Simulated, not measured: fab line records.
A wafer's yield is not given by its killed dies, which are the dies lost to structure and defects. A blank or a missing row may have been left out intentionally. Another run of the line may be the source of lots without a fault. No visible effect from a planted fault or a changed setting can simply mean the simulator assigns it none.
Chamber matching ; flow n5_finfet ; cmp-04 running N5_MOL_CONTACT_COAG_CMP_23: 4 sister chambers
The step polishes, stops on SiO2, t overpolish 1.5 s, target thk 0 nm. 14 wafers are shown with their chamber, then 7 later ones without.

## WAFERS WITH THEIR CHAMBER
wafer;chamber;motor_current_A (A);time_to_endpoint_s (s);overpolish_run_s (s)
L687.1;1;8.3;10.9;1.516
L687.3;3;6.8;8.6;1.501
L687.5;0;9.7;11.2;1.490
L691.1;3;7.3;10.0;1.493
L691.4;1;7.9;12.1;1.494
L691.6;2;8.4;9.2;1.501
L692.3;0;10.2;11.4;1.491
L692.4;2;7.6;9.8;1.495
L692.5;0;10.5;10.5;1.514
L694.3;0;10.2;7.9;1.502
L694.4;2;8.1;7.8;1.505
L694.5;1;8.5;10.3;1.503
L695.4;3;7.1;12.4;1.502
L695.5;1;8.8;13.3;1.509

SIGNATURES, as means of the wafers listed above
reading;chamber 0;chamber 1;chamber 2;chamber 3;scatter within a chamber
motor_current_A;10.150;8.375;8.033;7.067;0.348
time_to_endpoint_s;10.250;11.650;8.933;10.333;1.5
overpolish_run_s;1.49925;1.50550;1.50033;1.49867;0.0086
Rule: for each reading, subtract the chamber's mean from the wafer's reading, divide by that reading's scatter and square the result; add these up over the readings and take the root, which gives the wafer's distance from the chamber. If the next closest chamber is less than 2 further off than the closest, the wafer can't be placed; otherwise it belongs to the closest. The scatter is the square root of a quotient: the sum, over the shown wafers, of each reading's squared deviation from its chamber's mean, divided by wafers minus chambers.

## WAFERS WITHOUT THEIR CHAMBER
wafer;motor_current_A (A);time_to_endpoint_s (s);overpolish_run_s (s)
L695.6;9.8;11.0;1.502
L696.2;7.4;11.2;1.483
L696.4;7.7;9.0;1.488
L696.5;10.3;12.4;1.504
L708.2;8.1;6.2;1.509
L708.3;10.3;6.7;1.504
L708.6;6.9;9.4;1.511

## WHICH CHAMBER EACH ONE RAN IN
wafer;from the rows above;in truth
L695.6;0;0
L696.2;can't be placed: 3 or 2 or 1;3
L696.4;can't be placed: 2 or 3 or 1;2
L696.5;0;0
L708.2;can't be placed: 2 or 1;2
L708.3;0;0
L708.6;can't be placed: 3 or 2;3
Correct placement for 3 of the 7. These rows do not allow placing 4 (true chamber among the candidates in 4). 0 placed wrongly.
